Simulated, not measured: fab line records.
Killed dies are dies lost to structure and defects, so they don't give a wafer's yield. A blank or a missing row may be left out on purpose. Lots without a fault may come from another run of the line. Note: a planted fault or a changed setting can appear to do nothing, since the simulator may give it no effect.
A struck lot beside a sound one || flow n5Finfet || 37 steps out of a route of 1938
Sound: the wafers L449.1, L449.3, L449.4. Struck: wafer L444.1 (L444.5, L444.6, from the same lot, were not struck and are left out); the cause is given at the end.
Each step with rows lists, per side, the tool, then ch with its chambers, then its first start. Under that, the readings that differ: sound wafers || struck wafers || difference of the means || sigmas: that difference in standard deviations of wafers without a fault.
alike: same words and numbers on both sides, and readings whose means sit less than 2 such deviations apart. not compared: any withheld reading, any reading some wafer has no value for, any bound like >300 that may hide the same value, and any number with overlapping values for which the record gives no deviation.
Wherever a step has rows on one side only, a row that says differs or no value, or a row with sigmas, the two part there. Numbers that have no deviation but don't overlap get no sigmas and don't part them. Lack of a reading on every wafer of one side parts them only where that side has two or more wafers.

first, 9 steps without rows for these wafers: N5_MOL_CONTACT_COAG_PRECLEAN_127 (cleans in DIW, time 57.5 s); N5_MOL_CONTACT_COAG_SRD_128 (dry time 32 s); N5_MOL_CONTACT_COAG_CMP_52 (polishes, stops on SiO2, t overpolish 1.5 s, target thk 66.5 nm); N5_MOL_CONTACT_COAG_ANNEAL_112 (time 1800 s); N5_BEOL_M0_SAQP_PECVD_00 (deposits SiCN from 3MS/NH3, target thk 8 nm, time 14 s); N5_BEOL_M0_SAQP_ILD_DEP_01 (deposits SiOC from DEMS/O2, target thk 45.419 nm, time 8.7 s); N5_BEOL_M0_SAQP_HM_DEP_02 (deposits TiN, target thk 12 nm); N5_BEOL_M0_SAQP_PECVD_03 (deposits SiCN from 3MS/NH3, target thk 12 nm, time 21.1 s); N5_BEOL_M0_SAQP_PECVD_96 (deposits a-Si from SiH4/He, target thk 45 nm, time 45.2 s).
N5_BEOL_M0_SAQP_PECVD_97: deposits SiNx from SiH4/NH3/N2, target thk 23 nm, time 19.9 s.
  sound on pecvd-02 ch 0,1, day 8 22:53; struck on pecvd-04 ch 1, day 7 22:07
{"reading": "model.SiNx_of_BEOL_M0_SAQP_PECVD_97.thkNm (nm)", "sound": "23.2 23 23.4", "struck": 15, "difference": -8, "sigmas": ""}
  alike: chamberPressureTorr, heaterPowerW, showerheadPlenumPTorr, throttleValvePct
then, 24 steps without rows for these wafers: N5_BEOL_M0_SAQP_PECVD_04 (deposits a-Si from SiH4/He, target thk 60 nm, time 60.2 s); N5_BEOL_M0_SAQP_HM_DEP_111 (deposits SiO2 from SiH4/N2O, target thk 12 nm, time 7.2 s); N5_BEOL_M0_SAQP_COAT_81 (time 60 s, resist thk 100 nm); N5_BEOL_M0_SAQP_COAT_82 (time 60 s, resist thk 30 nm); N5_BEOL_M0_SAQP_COAT_08 (resist thk 90 nm); N5_BEOL_M0_SAQP_EBR_10; N5_BEOL_M0_SAQP_SOFTBAKE_09 (time 60 s); N5_BEOL_M0_SAQP_EXPOSE_11 (exposes mask M0 CORE, target cd 42 nm); N5_BEOL_M0_SAQP_PEB_12 (peb time 60 s); N5_BEOL_M0_SAQP_DEVELOP_13 (develop time 30 s); N5_BEOL_M0_SAQP_DESCUM_19 (chemistry O2, time 7.9 s); N5_BEOL_M0_SAQP_ETCH_83 (etches SiARC in CF4, target depth 39 nm, time 65 s); N5_BEOL_M0_SAQP_ETCH_84 (etches SOC in N2/H2, target depth 100 nm, overetch 20 nm, time 150 s); N5_BEOL_M0_SAQP_STRIP_80 (strips in N2/H2); N5_BEOL_M0_SAQP_HM_OPEN_112 (chemistry CHF3/O2, target SiO2, stops on a-Si, target depth 12 nm, time 13.5 s); N5_BEOL_M0_SAQP_STRIP_113 (strips in CHF3/O2); N5_BEOL_M0_SAQP_MANDREL_ETCH_20 (etches a-Si in HBr/Cl2, stops on SiNx, target depth 60 nm, bt time 10 s, time 30 s); N5_BEOL_M0_SAQP_STRIP_86 (strips in N2/H2); N5_BEOL_M0_SAQP_STRIP_115 (strips in post etch residue remover, time 60 s); N5_BEOL_M0_SAQP_SRD_93 (time 30 s); N5_BEOL_M0_SAQP_RECESS_114 (chemistry HF/NH3, target SiO2, target depth 14.4 nm, afs cycles 3, sublimation time 60 s); N5_BEOL_M0_SAQP_SPACER1_ALD_98 (deposits SiO2, target thk 12.8 nm, pulse time 1 s, purge time 2 s); N5_BEOL_M0_SAQP_SPACER1_ETCHBACK_99 (etches SiO2 in CHF3/O2, target depth 15.4 nm, time 7.7 s); N5_BEOL_M0_SAQP_MANDREL1_REMOVE_100 (chemistry HBr/Cl2/O2, target a-Si, stops on SiNx, bt time 10 s).
N5_BEOL_M0_SAQP_ETCH_106: etches SOC in N2/H2, stops on SiNx, target depth 150 nm.
  sound on rieDiel-06 ch 0,1,3, day 9 01:51; struck on rieDiel-06 ch 1, day 8 01:22
{"reading": "rfHoursCounterH (h)", "sound": "149 15 236", "struck": 7, "difference": -126, "sigmas": ""}
{"reading": "model.SiNx_of_BEOL_M0_SAQP_PECVD_97.thkNm (nm)", "sound": "15.4 15.2 15.6", "struck": 7.4, "difference": -8.0, "sigmas": ""}
  alike: drypumpMotorCurrentA, oesProductAu, rfVppV, showerheadPlenumPTorr, throttleValvePct
-- record jumps: 6 days separate the struck wafers' starts on either side; left off in module BEOL_M0_SAQP, taken up again in module BEOL_M4, whose first shown step is the route's number 1111 --
N5_BEOL_M4_RC_MEAS_101:
  sound on prober-02 ch 0, day 15 18:53; struck on prober-02 ch 0, day 13 23:03
{"reading": "DIBL_P (mV/V)", "sound": "34.7 33.6 37.0", "struck": 38.0, "difference": "+2.9", "sigmas": "+2"}
{"reading": "ION_P (uA/um)", "sound": "468 465 468", "struck": 454, "difference": -13, "sigmas": -2}
  alike: DIBL_N, IOFF_N, IOFF_P, ION_N, SS_N, SS_P, VT_N, VT_P
-- record jumps: 5 days separate the struck wafers' starts on either side; left off in module BEOL_M4, taken up again in module PASSIVATION, whose first shown step is the route's number 1936 --
N5_PASSIVATION_PROBE_49:
  only the struck wafers here have rows in the record (prober-02, day 18 14:11); the sound ones have none

== WHERE THEY PART ==
Earliest at N5_BEOL_M4_RC_MEAS_101; latest, in this record, at N5_PASSIVATION_PROBE_49.

WHY: what had been put in by the simulator
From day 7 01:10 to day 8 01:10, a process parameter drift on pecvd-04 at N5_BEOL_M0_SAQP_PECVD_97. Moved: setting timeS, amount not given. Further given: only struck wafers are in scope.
